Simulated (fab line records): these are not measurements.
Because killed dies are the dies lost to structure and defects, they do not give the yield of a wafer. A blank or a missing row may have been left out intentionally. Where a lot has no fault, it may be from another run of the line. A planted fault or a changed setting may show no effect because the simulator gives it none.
Struck lot and sound lot, side by side || flow nandHarc || 15 steps out of a route of 1302
Sound: the wafers L323.4, L323.5, L323.6. The struck wafers were L317.2, L317.3, L317.5. The cause is named last.
Order at every step that has rows: each side's tool, ch and its chambers, its first start. Under that, the readings that differ: sound wafers || struck wafers || difference of the means || sigmas: that difference in standard deviations of wafers without a fault.
alike: readings with means less than 2 such deviations apart, plus words and numbers identical on both sides. not compared: withheld readings, readings lacking a value on some wafer, bounds such as >300 that could conceal the same value, and numbers that have no deviation in the record and whose values overlap.
A row with sigmas, a row that says differs or no value, or rows on one side alone: a step with any of these is where the two part. Numbers that don't overlap but have no deviation are shown without sigmas and don't part them. A reading missing from all wafers of one side parts the sides only when that side holds two or more wafers.

NHARC_A_CHANNEL_HOLE_D1_STRIP_27: strips in O2.
  sound: rieDiel-05 ch 1,2,3; struck: rieDiel-05 ch 2,3
  alike: drypumpMotorCurrentA, oesProductAu, rfVppV, showerheadPlenumPTorr, throttleValvePct
  not compared: rfHoursCounterH
then, 2 steps without rows for these wafers: NHARC_A_CHANNEL_HOLE_D1_PRECLEAN_28 (cleans in SC1); NHARC_A_CHANNEL_HOLE_D1_SRD_29.
NHARC_A_CHANNEL_HOLE_D1_CD_MEAS_30:
  sound on cdSem-01, day 16 14:12; struck on cdSem-01, day 13 23:31
  alike: cdNm
NHARC_A_CHANNEL_HOLE_D1_XSEM_31:
  sound on xsem-02 ch 0, day 16 14:17; struck on xsem-01 ch 0, day 13 23:36
{"reading": "tiltDeg (degrees)", "sound": "0.08 0.08 0.08", "struck": "-0.03 -0.03 -0.03", "difference": -0.11, "sigmas": -3}
  alike: botCdNm, bowNm
NHARC_A_CHANNEL_HOLE_D1_INSPECT_40:
  sound on defectInspect-02, day 16 14:23; struck on defectInspect-01, day 13 23:42
  alike: rawDefectCount
then, 2 steps without rows for these wafers: NHARC_A_CHANNEL_FILL_D1_PRECLEAN_00 (cleans in SC1); NHARC_A_CHANNEL_FILL_D1_SRD_01.
NHARC_A_CHANNEL_FILL_D1_ALD_02: deposits SiO2, target thk 6 nm, pulse time 10 s, ald cycles 60.
  sound on aldHk-03 ch 0,1,3, day 16 15:01; struck on aldHk-03 ch 0,2,3, day 14 00:02
{"reading": "susceptorTempC (C)", "sound": "300.03 299.95 300.25", "struck": "- - -", "difference": "no value on the struck wafers", "sigmas": ""}
  alike: aldCycles, heaterPowerW, precursorPulseHeightRel
then, 1 step without rows for these wafers: NHARC_A_CHANNEL_FILL_D1_ALD_03 (deposits SiNx, target thk 6 nm, pulse time 60 s, ald cycles 58).
NHARC_A_CHANNEL_FILL_D1_ALD_14: deposits SiO2, target thk 2.5 nm, pulse time 10 s, ald cycles 25.
  sound on aldHk-03 ch 2,3, day 16 22:05; struck on aldHk-02 ch 0,3, day 14 06:59
  alike: aldCycles, heaterPowerW, precursorPulseHeightRel, susceptorTempC
NHARC_A_CHANNEL_FILL_D1_ALD_15: deposits SiNx, target thk 2 nm, pulse time 60 s, ald cycles 19.
  sound on aldSinBatch-03 ch 0, day 17 01:22; struck on aldSinBatch-03 ch 0, day 14 10:15
{"reading": "susceptorTempC (C)", "sound": "- - -", "struck": "629.84 630.43 630.43", "difference": "no value on the sound wafers", "sigmas": ""}
  alike: aldCycles, precursorPulseHeightRel
NHARC_A_CHANNEL_FILL_D1_ALD_16: deposits SiO2, target thk 1.5 nm, pulse time 10 s, ald cycles 15.
  sound on aldHk-01 ch 1,2,3, day 17 03:29; struck on aldHk-02 ch 0,1,3, day 14 12:26
{"reading": "aldCycles", "sound": "15 15 15", "struck": "14 14 14", "difference": -1, "sigmas": ""}
  alike: heaterPowerW, precursorPulseHeightRel, susceptorTempC
then, 1 step without rows for these wafers: NHARC_A_CHANNEL_FILL_D1_ANNEAL_17 (time 1800 s).
-- break in the record here, with 15 days between the starts of the struck wafers on either side (left off in module A_CHANNEL_FILL_D1, picked up again in module END, where the first step shown is number 1302 on the route) --
NHARC_END_SORT_01:
  the record has rows for the struck wafers here (prober-02 ch 0, day 29 11:08) and none for the sound ones

== WHERE THEY PART ==
First at NHARC_A_CHANNEL_HOLE_D1_XSEM_31; last, within this record, at NHARC_END_SORT_01.

WHY: what had been put in by the simulator
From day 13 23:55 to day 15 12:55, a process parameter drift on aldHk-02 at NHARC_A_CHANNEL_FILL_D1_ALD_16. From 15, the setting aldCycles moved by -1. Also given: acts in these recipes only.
